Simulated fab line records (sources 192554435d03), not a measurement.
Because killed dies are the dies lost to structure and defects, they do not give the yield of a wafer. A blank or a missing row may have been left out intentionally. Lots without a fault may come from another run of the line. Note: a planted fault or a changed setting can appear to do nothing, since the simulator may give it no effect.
Which of the tools did it? / flow n5_finfet / Sampling: 24 lots, 72 wafers, 6 of 1938 route steps

## WHAT THE GAUGES SHOWED, per wafer
N5_BEOL_M11_OVL_MEAS_12. Usual: M11_OVL -0.3 nm, standard deviation 0.79.
lot=L075; measured=day 10 20:04; on=overlay-01; M11_OVL (nm)=-1.7 -0.8 -1.1; flag=
lot=L074; measured=day 10 21:13; on=overlay-01; M11_OVL (nm)=0.0 -0.7 -0.1; flag=
lot=L076; measured=day 11 05:23; on=overlay-02; M11_OVL (nm)=1.0 0.1 -0.3; flag=
lot=L077; measured=day 11 13:53; on=overlay-01; M11_OVL (nm)=-1.1 -1.0 -1.2; flag=
lot=L078; measured=day 11 23:06; on=overlay-02; M11_OVL (nm)=1.3 0.7 0.0; flag=
lot=L080; measured=day 12 06:13; on=overlay-02; M11_OVL (nm)=-0.9 -0.8 0.2; flag=
lot=L081; measured=day 12 14:40; on=overlay-01; M11_OVL (nm)=-0.4 -1.3 -1.4; flag=
lot=L079; measured=day 12 14:51; on=overlay-02; M11_OVL (nm)=-0.8 0.1 0.2; flag=
lot=L083; measured=day 12 20:11; on=overlay-02; M11_OVL (nm)=-0.6 -0.9 -1.4; flag=
lot=L082; measured=day 13 02:38; on=overlay-01; M11_OVL (nm)=0.3 0.5 0.1; flag=
lot=L084; measured=day 13 14:44; on=overlay-01; M11_OVL (nm)=-0.5 0.1 0.5; flag=
lot=L085; measured=day 13 19:23; on=overlay-01; M11_OVL (nm)=-1.4 -1.9 0.0; flag=
lot=L086; measured=day 13 20:23; on=overlay-01; M11_OVL (nm)=-0.6 -1.0 -0.5; flag=
lot=L089; measured=day 14 06:08; on=overlay-01; M11_OVL (nm)=0.0 0.4 -0.3; flag=
lot=L088; measured=day 14 08:51; on=overlay-01; M11_OVL (nm)=-0.7 -1.1 -1.2; flag=
lot=L087; measured=day 14 08:53; on=overlay-02; M11_OVL (nm)=2.2 -1.0 0.3; flag=
lot=L090; measured=day 14 14:02; on=overlay-01; M11_OVL (nm)=-0.4 -0.5 -0.7; flag=
lot=L091; measured=day 14 14:26; on=overlay-01; M11_OVL (nm)=-0.5 -0.1 -0.8; flag=
lot=L094; measured=day 15 07:10; on=overlay-01; M11_OVL (nm)=-1.4 -1.5 -0.9; flag=
lot=L092; measured=day 15 07:38; on=overlay-01; M11_OVL (nm)=0.2 -1.0 0.4; flag=
lot=L093; measured=day 15 10:44; on=overlay-02; M11_OVL (nm)=0.9 1.4 1.8; flag=
lot=L095; measured=day 16 06:24; on=overlay-01; M11_OVL (nm)=-1.1 -0.9 -0.7; flag=
lot=L096; measured=day 16 06:37; on=overlay-02; M11_OVL (nm)=-0.6 -0.4 -0.4; flag=
lot=L097; measured=day 16 19:42; on=overlay-02; M11_OVL (nm)=-1.6 -0.9 -0.8; flag=

N5_BEOL_M11_INSPECT_13: inspects for defects (brightfield). Usual: raw_defect_count 434, standard deviation 96.
lot=L075; measured=day 10 20:05; on=defect_inspect-02; raw_defect_count=477 503 469; flag=
lot=L074; measured=day 10 21:14; on=defect_inspect-02; raw_defect_count=344 279 349; flag=
lot=L076; measured=day 11 05:25; on=defect_inspect-01; raw_defect_count=448 456 510; flag=
lot=L077; measured=day 11 13:55; on=defect_inspect-02; raw_defect_count=270 356 339; flag=
lot=L078; measured=day 11 23:07; on=defect_inspect-02; raw_defect_count=445 378 457; flag=
lot=L080; measured=day 12 06:14; on=defect_inspect-01; raw_defect_count=280 410 431; flag=
lot=L081; measured=day 12 14:41; on=defect_inspect-01; raw_defect_count=308 334 481; flag=
lot=L079; measured=day 12 14:53; on=defect_inspect-01; raw_defect_count=349 312 286; flag=
lot=L083; measured=day 12 20:13; on=defect_inspect-01; raw_defect_count=408 375 379; flag=
lot=L082; measured=day 13 02:40; on=defect_inspect-02; raw_defect_count=323 483 356; flag=
lot=L084; measured=day 13 14:46; on=defect_inspect-02; raw_defect_count=468 436 452; flag=
lot=L085; measured=day 13 19:24; on=defect_inspect-01; raw_defect_count=562 673 434; flag=
lot=L086; measured=day 13 20:25; on=defect_inspect-01; raw_defect_count=532 429 500; flag=
lot=L089; measured=day 14 06:10; on=defect_inspect-02; raw_defect_count=360 379 306; flag=
lot=L088; measured=day 14 08:53; on=defect_inspect-01; raw_defect_count=482 641 500; flag=
lot=L087; measured=day 14 08:55; on=defect_inspect-02; raw_defect_count=563 461 439; flag=
lot=L090; measured=day 14 14:04; on=defect_inspect-02; raw_defect_count=446 437 376; flag=
lot=L091; measured=day 14 14:28; on=defect_inspect-01; raw_defect_count=330 361 353; flag=
lot=L094; measured=day 15 07:12; on=defect_inspect-01; raw_defect_count=312 355 493; flag=
lot=L092; measured=day 15 07:40; on=defect_inspect-02; raw_defect_count=522 304 513; flag=
lot=L093; measured=day 15 10:45; on=defect_inspect-01; raw_defect_count=377 413 436; flag=
lot=L095; measured=day 16 06:25; on=defect_inspect-01; raw_defect_count=542 844 406; flag=
lot=L096; measured=day 16 06:38; on=defect_inspect-02; raw_defect_count=427 453 438; flag=
lot=L097; measured=day 16 19:43; on=defect_inspect-02; raw_defect_count=553 464 587; flag=

N5_BEOL_M11_OCD_MEAS_38. Usual: trench_depth_nm 148 nm, standard deviation 3.
lot=L075; measured=day 10 21:34; on=ocd-01; trench_depth_nm (nm)=149 151 152; flag=
lot=L074; measured=day 10 22:44; on=ocd-01; trench_depth_nm (nm)=146 150 145; flag=
lot=L076; measured=day 11 07:45; on=ocd-02; trench_depth_nm (nm)=150 147 150; flag=
lot=L077; measured=day 11 18:54; on=ocd-01; trench_depth_nm (nm)=153 150 152; flag=
lot=L078; measured=day 12 02:04; on=ocd-02; trench_depth_nm (nm)=148 148 145; flag=
lot=L080; measured=day 12 09:34; on=ocd-02; trench_depth_nm (nm)=148 152 147; flag=
lot=L081; measured=day 12 19:51; on=ocd-01; trench_depth_nm (nm)=146 146 146; flag=
lot=L079; measured=day 12 19:23; on=ocd-01; trench_depth_nm (nm)=145 148 146; flag=
lot=L083; measured=day 12 22:14; on=ocd-01; trench_depth_nm (nm)=144 147 144; flag=
lot=L082; measured=day 13 05:00; on=ocd-02; trench_depth_nm (nm)=150 150 145; flag=
lot=L084; measured=day 13 18:07; on=ocd-02; trench_depth_nm (nm)=147 148 145; flag=
lot=L085; measured=day 13 22:18; on=ocd-01; trench_depth_nm (nm)=150 151 150; flag=
lot=L086; measured=day 13 22:37; on=ocd-02; trench_depth_nm (nm)=144 145 144; flag=
lot=L089; measured=day 14 08:37; on=ocd-01; trench_depth_nm (nm)=146 155 144; flag=
lot=L088; measured=day 14 10:36; on=ocd-01; trench_depth_nm (nm)=149 150 147; flag=
lot=L087; measured=day 14 15:01; on=ocd-01; trench_depth_nm (nm)=151 147 150; flag=
lot=L090; measured=day 14 18:13; on=ocd-02; trench_depth_nm (nm)=152 144 144; flag=
lot=L091; measured=day 14 17:28; on=ocd-01; trench_depth_nm (nm)=150 147 151; flag=
lot=L094; measured=day 15 10:44; on=ocd-02; trench_depth_nm (nm)=148 144 148; flag=
lot=L092; measured=day 15 10:34; on=ocd-02; trench_depth_nm (nm)=145 151 150; flag=
lot=L093; measured=day 15 12:17; on=ocd-01; trench_depth_nm (nm)=149 152 152; flag=
lot=L095; measured=day 16 07:52; on=ocd-02; trench_depth_nm (nm)=156 148 145; flag=
lot=L096; measured=day 16 08:13; on=ocd-01; trench_depth_nm (nm)=145 154 153; flag=
lot=L097; measured=day 16 22:41; on=ocd-01; trench_depth_nm (nm)=149 151 148; flag=

N5_BEOL_M12_CD_MEAS_10: the cd target is 140 nm. Usual: cd_nm 139.2 nm, standard deviation 2.4.
lot=L075; measured=day 11 03:49; on=cd_sem-01; cd_nm (nm)=145.3 139.9 143.7; flag=
lot=L074; measured=day 11 04:21; on=cd_sem-01; cd_nm (nm)=136.5 140.5 137.0; flag=
lot=L076; measured=day 11 11:17; on=cd_sem-01; cd_nm (nm)=137.9 141.3 137.4; flag=
lot=L077; measured=day 11 21:49; on=cd_sem-02; cd_nm (nm)=137.5 137.2 138.1; flag=
lot=L078; measured=day 12 06:25; on=cd_sem-02; cd_nm (nm)=135.8 136.0 135.8; flag=
lot=L080; measured=day 12 12:40; on=cd_sem-02; cd_nm (nm)=144.6 140.8 142.6; flag=
lot=L081; measured=day 13 00:11; on=cd_sem-01; cd_nm (nm)=137.6 139.2 137.7; flag=
lot=L079; measured=day 12 22:43; on=cd_sem-02; cd_nm (nm)=140.1 142.8 142.0; flag=
lot=L083; measured=day 13 01:13; on=cd_sem-01; cd_nm (nm)=139.3 141.7 140.5; flag=
lot=L082; measured=day 13 08:15; on=cd_sem-03; cd_nm (nm)=141.2 136.4 138.9; flag=
lot=L084; measured=day 13 21:29; on=cd_sem-03; cd_nm (nm)=141.8 139.1 137.8; flag=
lot=L085; measured=day 14 03:34; on=cd_sem-01; cd_nm (nm)=142.5 142.6 142.2; flag=
lot=L086; measured=day 14 03:36; on=cd_sem-01; cd_nm (nm)=134.2 136.8 137.2; flag=
lot=L089; measured=day 14 11:44; on=cd_sem-03; cd_nm (nm)=138.2 139.2 141.6; flag=
lot=L088; measured=day 14 15:06; on=cd_sem-02; cd_nm (nm)=140.3 142.6 140.6; flag=
lot=L087; measured=day 14 19:43; on=cd_sem-02; cd_nm (nm)=137.6 142.3 137.9; flag=
lot=L090; measured=day 14 22:23; on=cd_sem-01; cd_nm (nm)=138.3 139.1 140.0; flag=
lot=L091; measured=day 14 21:16; on=cd_sem-03; cd_nm (nm)=142.9 143.3 137.2; flag=
lot=L094; measured=day 15 14:42; on=cd_sem-02; cd_nm (nm)=138.4 141.6 141.4; flag=
lot=L092; measured=day 15 13:48; on=cd_sem-01; cd_nm (nm)=136.2 136.7 138.4; flag=
lot=L093; measured=day 15 15:37; on=cd_sem-02; cd_nm (nm)=139.4 135.9 140.8; flag=
lot=L095; measured=day 16 12:25; on=cd_sem-01; cd_nm (nm)=136.5 136.3 136.0; flag=
lot=L096; measured=day 16 12:28; on=cd_sem-03; cd_nm (nm)=143.3 140.3 140.4; flag=
lot=L097; measured=day 17 03:49; on=cd_sem-02; cd_nm (nm)=137.9 139.6 137.8; flag=

## WHICH TOOL RAN EACH LOT (tool, then ch and the chambers of the sampled wafers, then the start)
lot=L075; N5_BEOL_M11_ETCH_61=rie_diel-06 ch 1,2, day 10 20:09; N5_BEOL_M11_STRIP_19=rie_diel-01 ch 1,3, day 10 20:30
lot=L074; N5_BEOL_M11_ETCH_61=rie_diel-01 ch 0,1, day 10 21:19; N5_BEOL_M11_STRIP_19=rie_diel-04 ch 1,2,3, day 10 21:40
lot=L076; N5_BEOL_M11_ETCH_61=rie_diel-06 ch 0,1,2, day 11 05:29; N5_BEOL_M11_STRIP_19=rie_diel-04 ch 1,3, day 11 05:50
lot=L077; N5_BEOL_M11_ETCH_61=rie_diel-04 ch 0,1, day 11 13:59; N5_BEOL_M11_STRIP_19=rie_diel-04 ch 1,2, day 11 14:20
lot=L078; N5_BEOL_M11_ETCH_61=rie_diel-04 ch 0, day 11 23:19; N5_BEOL_M11_STRIP_19=rie_diel-06 ch 0,3, day 11 23:58
lot=L080; N5_BEOL_M11_ETCH_61=rie_diel-01 ch 0,1, day 12 06:20; N5_BEOL_M11_STRIP_19=rie_diel-06 ch 2,3, day 12 06:48
lot=L081; N5_BEOL_M11_ETCH_61=rie_diel-06 ch 0,2,3, day 12 15:14; N5_BEOL_M11_STRIP_19=rie_diel-04 ch 0,2, day 12 15:40
lot=L079; N5_BEOL_M11_ETCH_61=rie_diel-06 ch 0,1,2, day 12 15:29; N5_BEOL_M11_STRIP_19=rie_diel-06 ch 2,3, day 12 15:50
lot=L083; N5_BEOL_M11_ETCH_61=rie_diel-06 ch 1,3, day 12 20:29; N5_BEOL_M11_STRIP_19=rie_diel-06 ch 1,3, day 12 20:56
lot=L082; N5_BEOL_M11_ETCH_61=rie_diel-01 ch 1,2,3, day 13 02:46; N5_BEOL_M11_STRIP_19=rie_diel-04 ch 0,2, day 13 03:07
lot=L084; N5_BEOL_M11_ETCH_61=rie_diel-01 ch 0,1,3, day 13 15:02; N5_BEOL_M11_STRIP_19=rie_diel-04 ch 0,2,3, day 13 15:31
lot=L085; N5_BEOL_M11_ETCH_61=rie_diel-04 ch 0,2,3, day 13 19:31; N5_BEOL_M11_STRIP_19=rie_diel-06 ch 0,1,2, day 13 19:57
lot=L086; N5_BEOL_M11_ETCH_61=rie_diel-06 ch 1,2,3, day 13 20:29; N5_BEOL_M11_STRIP_19=rie_diel-01 ch 0,2, day 13 20:56
lot=L089; N5_BEOL_M11_ETCH_61=rie_diel-01 ch 0,1,3, day 14 06:13; N5_BEOL_M11_STRIP_19=rie_diel-01 ch 0,1,3, day 14 06:34
lot=L088; N5_BEOL_M11_ETCH_61=rie_diel-06 ch 1,2, day 14 09:01; N5_BEOL_M11_STRIP_19=rie_diel-01 ch 0,1, day 14 09:22
lot=L087; N5_BEOL_M11_ETCH_61=rie_diel-06 ch 0,1,2, day 14 09:16; N5_BEOL_M11_STRIP_19=rie_diel-04 ch 0,1,3, day 14 09:37
lot=L090; N5_BEOL_M11_ETCH_61=rie_diel-06 ch 1,2,3, day 14 14:08; N5_BEOL_M11_STRIP_19=rie_diel-06 ch 1,2,3, day 14 14:29
lot=L091; N5_BEOL_M11_ETCH_61=rie_diel-04 ch 0,1,2, day 14 14:38; N5_BEOL_M11_STRIP_19=rie_diel-06 ch 0,1,2, day 14 14:59
lot=L094; N5_BEOL_M11_ETCH_61=rie_diel-04 ch 1,2, day 15 07:16; N5_BEOL_M11_STRIP_19=rie_diel-01 ch 0,2, day 15 07:37
lot=L092; N5_BEOL_M11_ETCH_61=rie_diel-01 ch 0,1,2, day 15 07:44; N5_BEOL_M11_STRIP_19=rie_diel-06 ch 0,1,2, day 15 08:05
lot=L093; N5_BEOL_M11_ETCH_61=rie_diel-04 ch 0,3, day 15 10:51; N5_BEOL_M11_STRIP_19=rie_diel-04 ch 1,2, day 15 11:12
lot=L095; N5_BEOL_M11_ETCH_61=rie_diel-04 ch 1,2,3, day 16 06:29; N5_BEOL_M11_STRIP_19=rie_diel-01 ch 2,3, day 16 06:55
lot=L096; N5_BEOL_M11_ETCH_61=rie_diel-06 ch 0,2, day 16 06:43; N5_BEOL_M11_STRIP_19=rie_diel-04 ch 0,1,2, day 16 07:08
lot=L097; N5_BEOL_M11_ETCH_61=rie_diel-01 ch 0,2,3, day 16 20:07; N5_BEOL_M11_STRIP_19=rie_diel-04 ch 1,3, day 16 20:28
- N5_BEOL_M11_ETCH_61: etches SiARC in CF4, target depth 39 nm, time 65 s.
- N5_BEOL_M11_STRIP_19: strips in O2.

## AS READ BY THE TOOLS THEMSELVES (means over the sampled wafers that have a number; for cases with no such wafer, the mark the record gives instead)
N5_BEOL_M11_ETCH_61. Usual: drypump_motor_current_A 5.7 A, standard deviation 0.48; etch_rf_on_time_s 65.2 s, standard deviation 1.8; mfc_ar_sccm 100.00 sccm, standard deviation 0.28; oes_product_au 0.67 a.u., standard deviation 0.084; rf_vpp_V 184.3 V, standard deviation 1.3; showerhead_plenum_p_Torr 2.15 Torr, standard deviation 0.086; throttle_valve_pct 15.66 %, standard deviation 0.24.
lot=L075; tool=rie_diel-06; drypump_motor_current_A (A)=5.0; etch_rf_on_time_s (s)=64.2; mfc_ar_sccm (sccm)=99.94; oes_product_au (a.u.)=0.73; rf_vpp_V (V)=184.6; showerhead_plenum_p_Torr (Torr)=2.17; throttle_valve_pct (%)=15.48; flag=
lot=L074; tool=rie_diel-01; drypump_motor_current_A (A)=6.3; etch_rf_on_time_s (s)=66.0; mfc_ar_sccm (sccm)=99.81; oes_product_au (a.u.)=0.62; rf_vpp_V (V)=184.2; showerhead_plenum_p_Torr (Torr)=2.10; throttle_valve_pct (%)=15.89; flag=
lot=L076; tool=rie_diel-06; drypump_motor_current_A (A)=5.3; etch_rf_on_time_s (s)=65.2; mfc_ar_sccm (sccm)=100.15; oes_product_au (a.u.)=0.67; rf_vpp_V (V)=183.6; showerhead_plenum_p_Torr (Torr)=2.15; throttle_valve_pct (%)=15.62; flag=
lot=L077; tool=rie_diel-04; drypump_motor_current_A (A)=5.4; etch_rf_on_time_s (s)=65.2; mfc_ar_sccm (sccm)=100.02; oes_product_au (a.u.)=0.62; rf_vpp_V (V)=185.2; showerhead_plenum_p_Torr (Torr)=2.20; throttle_valve_pct (%)=15.83; flag=
lot=L078; tool=rie_diel-04; drypump_motor_current_A (A)=5.3; etch_rf_on_time_s (s)=65.5; mfc_ar_sccm (sccm)=99.87; oes_product_au (a.u.)=0.63; rf_vpp_V (V)=185.3; showerhead_plenum_p_Torr (Torr)=2.21; throttle_valve_pct (%)=15.73; flag=
lot=L080; tool=rie_diel-01; drypump_motor_current_A (A)=6.3; etch_rf_on_time_s (s)=65.6; mfc_ar_sccm (sccm)=100.09; oes_product_au (a.u.)=0.61; rf_vpp_V (V)=183.8; showerhead_plenum_p_Torr (Torr)=2.10; throttle_valve_pct (%)=15.91; flag=
lot=L081; tool=rie_diel-06; drypump_motor_current_A (A)=5.5; etch_rf_on_time_s (s)=64.1; mfc_ar_sccm (sccm)=99.95; oes_product_au (a.u.)=0.73; rf_vpp_V (V)=185.3; showerhead_plenum_p_Torr (Torr)=2.19; throttle_valve_pct (%)=15.56; flag=
lot=L079; tool=rie_diel-06; drypump_motor_current_A (A)=5.3; etch_rf_on_time_s (s)=64.8; mfc_ar_sccm (sccm)=100.01; oes_product_au (a.u.)=0.67; rf_vpp_V (V)=184.7; showerhead_plenum_p_Torr (Torr)=2.15; throttle_valve_pct (%)=15.64; flag=
lot=L083; tool=rie_diel-06; drypump_motor_current_A (A)=5.9; etch_rf_on_time_s (s)=63.1; mfc_ar_sccm (sccm)=100.10; oes_product_au (a.u.)=0.75; rf_vpp_V (V)=182.9; showerhead_plenum_p_Torr (Torr)=2.06; throttle_valve_pct (%)=15.39; flag=
lot=L082; tool=rie_diel-01; drypump_motor_current_A (A)=5.8; etch_rf_on_time_s (s)=65.2; mfc_ar_sccm (sccm)=99.95; oes_product_au (a.u.)=0.71; rf_vpp_V (V)=184.5; showerhead_plenum_p_Torr (Torr)=2.16; throttle_valve_pct (%)=15.62; flag=
lot=L084; tool=rie_diel-01; drypump_motor_current_A (A)=6.2; etch_rf_on_time_s (s)=65.9; mfc_ar_sccm (sccm)=100.04; oes_product_au (a.u.)=0.67; rf_vpp_V (V)=184.2; showerhead_plenum_p_Torr (Torr)=2.09; throttle_valve_pct (%)=15.70; flag=
lot=L085; tool=rie_diel-04; drypump_motor_current_A (A)=5.7; etch_rf_on_time_s (s)=66.6; mfc_ar_sccm (sccm)=100.12; oes_product_au (a.u.)=0.69; rf_vpp_V (V)=184.9; showerhead_plenum_p_Torr (Torr)=2.19; throttle_valve_pct (%)=15.53; flag=
lot=L086; tool=rie_diel-06; drypump_motor_current_A (A)=5.5; etch_rf_on_time_s (s)=64.0; mfc_ar_sccm (sccm)=99.72; oes_product_au (a.u.)=0.72; rf_vpp_V (V)=184.0; showerhead_plenum_p_Torr (Torr)=2.11; throttle_valve_pct (%)=15.46; flag=
lot=L089; tool=rie_diel-01; drypump_motor_current_A (A)=6.2; etch_rf_on_time_s (s)=65.6; mfc_ar_sccm (sccm)=100.00; oes_product_au (a.u.)=0.67; rf_vpp_V (V)=183.3; showerhead_plenum_p_Torr (Torr)=2.09; throttle_valve_pct (%)=15.72; flag=
lot=L088; tool=rie_diel-06; drypump_motor_current_A (A)=5.0; etch_rf_on_time_s (s)=63.5; mfc_ar_sccm (sccm)=100.24; oes_product_au (a.u.)=0.70; rf_vpp_V (V)=184.5; showerhead_plenum_p_Torr (Torr)=2.17; throttle_valve_pct (%)=15.53; flag=
lot=L087; tool=rie_diel-06; drypump_motor_current_A (A)=5.3; etch_rf_on_time_s (s)=64.4; mfc_ar_sccm (sccm)=99.74; oes_product_au (a.u.)=0.65; rf_vpp_V (V)=184.2; showerhead_plenum_p_Torr (Torr)=2.14; throttle_valve_pct (%)=15.65; flag=
lot=L090; tool=rie_diel-06; drypump_motor_current_A (A)=5.5; etch_rf_on_time_s (s)=64.0; mfc_ar_sccm (sccm)=99.87; oes_product_au (a.u.)=0.71; rf_vpp_V (V)=184.0; showerhead_plenum_p_Torr (Torr)=2.11; throttle_valve_pct (%)=15.48; flag=
lot=L091; tool=rie_diel-04; drypump_motor_current_A (A)=5.5; etch_rf_on_time_s (s)=64.8; mfc_ar_sccm (sccm)=100.19; oes_product_au (a.u.)=0.71; rf_vpp_V (V)=184.5; showerhead_plenum_p_Torr (Torr)=2.18; throttle_valve_pct (%)=15.65; flag=
lot=L094; tool=rie_diel-04; drypump_motor_current_A (A)=5.6; etch_rf_on_time_s (s)=63.9; mfc_ar_sccm (sccm)=99.85; oes_product_au (a.u.)=0.77; rf_vpp_V (V)=185.2; showerhead_plenum_p_Torr (Torr)=2.17; throttle_valve_pct (%)=15.61; flag=
lot=L092; tool=rie_diel-01; drypump_motor_current_A (A)=5.9; etch_rf_on_time_s (s)=67.4; mfc_ar_sccm (sccm)=99.92; oes_product_au (a.u.)=0.60; rf_vpp_V (V)=183.3; showerhead_plenum_p_Torr (Torr)=2.13; throttle_valve_pct (%)=15.95; flag=
lot=L093; tool=rie_diel-04; drypump_motor_current_A (A)=5.6; etch_rf_on_time_s (s)=65.9; mfc_ar_sccm (sccm)=100.24; oes_product_au (a.u.)=0.65; rf_vpp_V (V)=184.6; showerhead_plenum_p_Torr (Torr)=2.20; throttle_valve_pct (%)=15.62; flag=
lot=L095; tool=rie_diel-04; drypump_motor_current_A (A)=5.8; etch_rf_on_time_s (s)=64.6; mfc_ar_sccm (sccm)=100.05; oes_product_au (a.u.)=0.74; rf_vpp_V (V)=184.0; showerhead_plenum_p_Torr (Torr)=2.18; throttle_valve_pct (%)=15.51; flag=
lot=L096; tool=rie_diel-06; drypump_motor_current_A (A)=5.3; etch_rf_on_time_s (s)=66.0; mfc_ar_sccm (sccm)=100.08; oes_product_au (a.u.)=0.62; rf_vpp_V (V)=185.6; showerhead_plenum_p_Torr (Torr)=2.21; throttle_valve_pct (%)=15.80; flag=
lot=L097; tool=rie_diel-01; drypump_motor_current_A (A)=5.7; etch_rf_on_time_s (s)=66.0; mfc_ar_sccm (sccm)=100.16; oes_product_au (a.u.)=0.74; rf_vpp_V (V)=185.0; showerhead_plenum_p_Torr (Torr)=2.21; throttle_valve_pct (%)=15.58; flag=

N5_BEOL_M11_STRIP_19. Usual: drypump_motor_current_A 5.7 A, standard deviation 0.45; oes_product_au 0.80 a.u., standard deviation 0.096; rf_vpp_V 3.7 V, standard deviation 0.62; showerhead_plenum_p_Torr 2.11 Torr, standard deviation 0.082; throttle_valve_pct 16.69 %, standard deviation 0.26.
lot=L075; tool=rie_diel-01; drypump_motor_current_A (A)=6.2; oes_product_au (a.u.)=0.72; rf_vpp_V (V)=3.4; showerhead_plenum_p_Torr (Torr)=2.09; throttle_valve_pct (%)=16.85; flag=
lot=L074; tool=rie_diel-04; drypump_motor_current_A (A)=5.8; oes_product_au (a.u.)=0.73; rf_vpp_V (V)=4.1; showerhead_plenum_p_Torr (Torr)=2.14; throttle_valve_pct (%)=16.82; flag=
lot=L076; tool=rie_diel-04; drypump_motor_current_A (A)=5.8; oes_product_au (a.u.)=0.68; rf_vpp_V (V)=3.6; showerhead_plenum_p_Torr (Torr)=2.14; throttle_valve_pct (%)=16.86; flag=
lot=L077; tool=rie_diel-04; drypump_motor_current_A (A)=5.8; oes_product_au (a.u.)=0.78; rf_vpp_V (V)=3.6; showerhead_plenum_p_Torr (Torr)=2.14; throttle_valve_pct (%)=16.80; flag=
lot=L078; tool=rie_diel-06; drypump_motor_current_A (A)=5.8; oes_product_au (a.u.)=0.80; rf_vpp_V (V)=3.6; showerhead_plenum_p_Torr (Torr)=2.13; throttle_valve_pct (%)=16.81; flag=
lot=L080; tool=rie_diel-06; drypump_motor_current_A (A)=5.3; oes_product_au (a.u.)=0.89; rf_vpp_V (V)=3.5; showerhead_plenum_p_Torr (Torr)=2.17; throttle_valve_pct (%)=16.48; flag=
lot=L081; tool=rie_diel-04; drypump_motor_current_A (A)=5.7; oes_product_au (a.u.)=0.79; rf_vpp_V (V)=4.0; showerhead_plenum_p_Torr (Torr)=2.15; throttle_valve_pct (%)=16.71; flag=
lot=L079; tool=rie_diel-06; drypump_motor_current_A (A)=5.7; oes_product_au (a.u.)=0.91; rf_vpp_V (V)=4.5; showerhead_plenum_p_Torr (Torr)=2.12; throttle_valve_pct (%)=16.49; flag=
lot=L083; tool=rie_diel-06; drypump_motor_current_A (A)=5.9; oes_product_au (a.u.)=0.87; rf_vpp_V (V)=3.7; showerhead_plenum_p_Torr (Torr)=2.02; throttle_valve_pct (%)=16.51; flag=
lot=L082; tool=rie_diel-04; drypump_motor_current_A (A)=5.5; oes_product_au (a.u.)=0.76; rf_vpp_V (V)=3.9; showerhead_plenum_p_Torr (Torr)=2.16; throttle_valve_pct (%)=16.80; flag=
lot=L084; tool=rie_diel-04; drypump_motor_current_A (A)=5.7; oes_product_au (a.u.)=0.81; rf_vpp_V (V)=3.9; showerhead_plenum_p_Torr (Torr)=2.14; throttle_valve_pct (%)=16.58; flag=
lot=L085; tool=rie_diel-06; drypump_motor_current_A (A)=5.3; oes_product_au (a.u.)=0.77; rf_vpp_V (V)=4.1; showerhead_plenum_p_Torr (Torr)=2.09; throttle_valve_pct (%)=16.65; flag=
lot=L086; tool=rie_diel-01; drypump_motor_current_A (A)=5.8; oes_product_au (a.u.)=0.70; rf_vpp_V (V)=4.1; showerhead_plenum_p_Torr (Torr)=2.04; throttle_valve_pct (%)=16.96; flag=
lot=L089; tool=rie_diel-01; drypump_motor_current_A (A)=6.2; oes_product_au (a.u.)=0.78; rf_vpp_V (V)=3.9; showerhead_plenum_p_Torr (Torr)=2.04; throttle_valve_pct (%)=16.77; flag=
lot=L088; tool=rie_diel-01; drypump_motor_current_A (A)=6.3; oes_product_au (a.u.)=0.69; rf_vpp_V (V)=3.5; showerhead_plenum_p_Torr (Torr)=2.02; throttle_valve_pct (%)=17.05; flag=
lot=L087; tool=rie_diel-04; drypump_motor_current_A (A)=5.6; oes_product_au (a.u.)=0.87; rf_vpp_V (V)=4.4; showerhead_plenum_p_Torr (Torr)=2.15; throttle_valve_pct (%)=16.64; flag=
lot=L090; tool=rie_diel-06; drypump_motor_current_A (A)=5.5; oes_product_au (a.u.)=0.83; rf_vpp_V (V)=3.9; showerhead_plenum_p_Torr (Torr)=2.06; throttle_valve_pct (%)=16.52; flag=
lot=L091; tool=rie_diel-06; drypump_motor_current_A (A)=5.3; oes_product_au (a.u.)=0.76; rf_vpp_V (V)=3.3; showerhead_plenum_p_Torr (Torr)=2.08; throttle_valve_pct (%)=16.67; flag=
lot=L094; tool=rie_diel-01; drypump_motor_current_A (A)=5.5; oes_product_au (a.u.)=0.72; rf_vpp_V (V)=3.9; showerhead_plenum_p_Torr (Torr)=2.10; throttle_valve_pct (%)=16.89; flag=
lot=L092; tool=rie_diel-06; drypump_motor_current_A (A)=5.3; oes_product_au (a.u.)=0.76; rf_vpp_V (V)=3.7; showerhead_plenum_p_Torr (Torr)=2.08; throttle_valve_pct (%)=16.67; flag=
lot=L093; tool=rie_diel-04; drypump_motor_current_A (A)=5.7; oes_product_au (a.u.)=0.84; rf_vpp_V (V)=4.2; showerhead_plenum_p_Torr (Torr)=2.13; throttle_valve_pct (%)=16.71; flag=
lot=L095; tool=rie_diel-01; drypump_motor_current_A (A)=5.4; oes_product_au (a.u.)=0.80; rf_vpp_V (V)=3.3; showerhead_plenum_p_Torr (Torr)=2.13; throttle_valve_pct (%)=16.61; flag=
lot=L096; tool=rie_diel-04; drypump_motor_current_A (A)=5.5; oes_product_au (a.u.)=0.81; rf_vpp_V (V)=3.5; showerhead_plenum_p_Torr (Torr)=2.14; throttle_valve_pct (%)=16.79; flag=
lot=L097; tool=rie_diel-04; drypump_motor_current_A (A)=5.6; oes_product_au (a.u.)=0.91; rf_vpp_V (V)=3.9; showerhead_plenum_p_Torr (Torr)=2.13; throttle_valve_pct (%)=16.61; flag=

## THE ANSWER, worked out from the rows above alone
Rule: a lot counts as off when the mean over its wafers that have a number is more than 3 standard deviations away from the usual mean. Also off: a lot with no number at a reading for which 4 or more lots have one. All remaining lots with rows at the step are treated as sound. Order of review: gauges by route order, followed by the tools' own readings, for which a lot's mean as printed above is used. At the first step where some lot is off, the reading lying furthest off is the one used; lots without a number count as furthest.
No lot is off on any of the readings shown, so nothing can be concluded from this.

## WHAT WAS PUT IN BY THE SIMULATOR
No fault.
